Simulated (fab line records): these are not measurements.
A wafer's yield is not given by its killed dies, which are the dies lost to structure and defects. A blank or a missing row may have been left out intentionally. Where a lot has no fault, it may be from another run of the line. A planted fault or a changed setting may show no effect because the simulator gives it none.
Struck lot and sound lot, side by side | flow nand_harc | 44 out of 1302 route steps
Sound: these wafers, L378.1, L378.2, L378.4. Wafers L369.3, L369.5, L369.6 were the ones struck. The cause is given at the end.
Per side, at each step with rows, come the tool, then ch with its chambers, and then its first start. Under that, the readings that differ: sound wafers | struck wafers | difference of the means | sigmas: that difference in standard deviations of wafers without a fault.
alike: readings whose means differ by less than 2 such deviations, and words and numbers that are the same on both sides. not compared: withheld readings, readings that some wafer has no value for, bounds like >300 that may hide the same value, and numbers for which the record gives no deviation and whose values overlap.
A row with sigmas, a row that says differs or no value, or rows on one side alone: a step with any of these is where the two part. When numbers do not overlap yet have no deviation, they are printed without sigmas and do not part them. A reading that every wafer of one side lacks parts them only if that side has two wafers or more.

NHARC_P_GATE_ALD_36: deposits SiNx, target thk 20 nm, pulse time 60 s, ald cycles 223.
  sound on ald_sin-01 ch 0,1,3, day 11 23:46; struck on ald_sin-01 ch 0,3, day 7 19:28
  alike: heater_power_w, precursor_pulse_height_rel
then, 11 steps without rows for these wafers: NHARC_P_GATE_ETCHBACK_37 (etches the open film in CHF3/O2, target depth 34.5 nm, time 17.2 s); NHARC_P_GATE_STRIP_101 (strips in O2, time 20 s); NHARC_P_GATE_PRECLEAN_97 (cleans in SPM, time 600 s); NHARC_P_GATE_SRD_98; NHARC_P_GATE_PRECLEAN_99 (cleans in SC1); NHARC_P_GATE_SRD_100; NHARC_P_GATE_DEHYDRATE_38 (time 120 s); NHARC_P_GATE_HMDS_39 (time 30 s); NHARC_P_GATE_COAT_40; NHARC_P_GATE_SOFTBAKE_41 (time 95 s); NHARC_P_GATE_EBR_42.
NHARC_P_GATE_EXPOSE_43: exposes mask P NSD, target cd 720 nm.
  struck on krf_scanner-03, day 8 05:57; sound on krf_scanner-01 ch 0, day 12 10:07
  no value came back on the struck wafers for exposure_dose_mJ_cm2, focus_offset_nm (nm), na; on the sound wafers exposure_dose_mJ_cm2 reads 14.806 14.798 14.818
  alike: mask
then, 2 steps without rows for these wafers: NHARC_P_GATE_PEB_44 (peb time 85 s); NHARC_P_GATE_DEVELOP_45 (time 70 s).
NHARC_P_GATE_CD_MEAS_46: the cd target is 720 nm.
  sound on cd_sem-02 ch 0, day 12 10:16; struck on cd_sem-02 ch 0, day 8 06:06
  reading    | sound             | struck | difference                    | sigmas
  cd_nm (nm) | 721.9 721.7 720.8 | - - -  | no value on the struck wafers |
then, 1 step without rows for these wafers: NHARC_P_GATE_HARDBAKE_47 (time 80 s).
NHARC_P_GATE_DESCUM_48: chemistry O2, time 3 s.
  sound on rie_diel-03 ch 0,2,3, day 12 10:25; struck on rie_diel-03 ch 0,2, day 8 06:15
  reading                 | sound             | struck            | difference | sigmas
  model.P_GATE.cd_nm (nm) | 723.1 721.4 720.3 | 121.9 120.1 116.6 | -602.1     |
  alike: drypump_motor_current_A, oes_product_au, rf_vpp_V, showerhead_plenum_p_Torr, throttle_valve_pct
  not compared: rf_hours_counter_h
following that, these wafers have no rows for 1 step: NHARC_P_GATE_IMPLANT_49.
NHARC_P_GATE_STRIP_111: strips in N2/H2, time 250 s.
  sound on plasma_asher-02 ch 0,1, day 12 10:47; struck on plasma_asher-01 ch 0,1, day 8 06:45
  alike: drypump_motor_current_A, heater_power_w
  not compared: rf_hours_counter_h
NHARC_P_GATE_STRIP_75: strips in O2.
  sound on plasma_asher-02 ch 0,1, day 12 11:06; struck on plasma_asher-01 ch 0,1, day 8 06:58
  alike: drypump_motor_current_A, heater_power_w
  not compared: rf_hours_counter_h
then, 9 steps without rows for these wafers: NHARC_P_GATE_STRIP_50 (strips in SPM, time 900 s); NHARC_P_GATE_DEHYDRATE_51 (time 120 s); NHARC_P_GATE_HMDS_52 (time 30 s); NHARC_P_GATE_COAT_53; NHARC_P_GATE_SOFTBAKE_54 (time 95 s); NHARC_P_GATE_EBR_55; NHARC_P_GATE_EXPOSE_56 (exposes mask P PSD, target cd 720 nm); NHARC_P_GATE_PEB_57 (peb time 85 s); NHARC_P_GATE_DEVELOP_58 (time 70 s).
NHARC_P_GATE_CD_MEAS_59: the cd target is 720 nm.
  sound on cd_sem-01 ch 0, day 12 11:54; struck on cd_sem-02 ch 0, day 8 07:45
  alike: cd_nm
then, 3 steps without rows for these wafers: NHARC_P_GATE_HARDBAKE_60 (time 80 s); NHARC_P_GATE_DESCUM_61 (chemistry O2, time 3 s); NHARC_P_GATE_IMPLANT_62.
NHARC_P_GATE_STRIP_112: strips in N2/H2, time 200 s.
  sound on plasma_asher-02 ch 0,1, day 12 12:25; struck on plasma_asher-01 ch 0,1, day 8 08:23
  alike: drypump_motor_current_A, heater_power_w
  not compared: rf_hours_counter_h
NHARC_P_GATE_STRIP_76: strips in O2.
  sound on plasma_asher-02 ch 0,1, day 12 12:41; struck on plasma_asher-01 ch 0,1, day 8 08:35
  alike: drypump_motor_current_A, heater_power_w
  not compared: rf_hours_counter_h
then, 6 steps without rows for these wafers: NHARC_P_GATE_STRIP_63 (strips in SPM, time 900 s); NHARC_P_GATE_DEHYDRATE_83 (time 120 s); NHARC_P_GATE_HMDS_84 (time 30 s); NHARC_P_GATE_COAT_85; NHARC_P_GATE_SOFTBAKE_86 (time 95 s); NHARC_P_GATE_EBR_87.
NHARC_P_GATE_INSPECT_68:
  struck on defect_inspect-02, day 8 12:33; sound on defect_inspect-01, day 12 16:41
  reading          | sound       | struck         | difference | sigmas
  raw_defect_count | 259 193 370 | 1162 1206 1249 | +932       | +11
-- jump in the record: it breaks off in module P_GATE and resumes in module END (first step shown: number 1302 of the route), and 18 days separate the struck wafers' starts before and after --
NHARC_END_SORT_01:
  the record has rows for the struck wafers here (prober-01 ch 0, day 26 08:50) and none for the sound ones

WHERE THEY PART
Earliest at NHARC_P_GATE_EXPOSE_43; latest, in this record, at NHARC_END_SORT_01.

WHY: what had been put in by the simulator
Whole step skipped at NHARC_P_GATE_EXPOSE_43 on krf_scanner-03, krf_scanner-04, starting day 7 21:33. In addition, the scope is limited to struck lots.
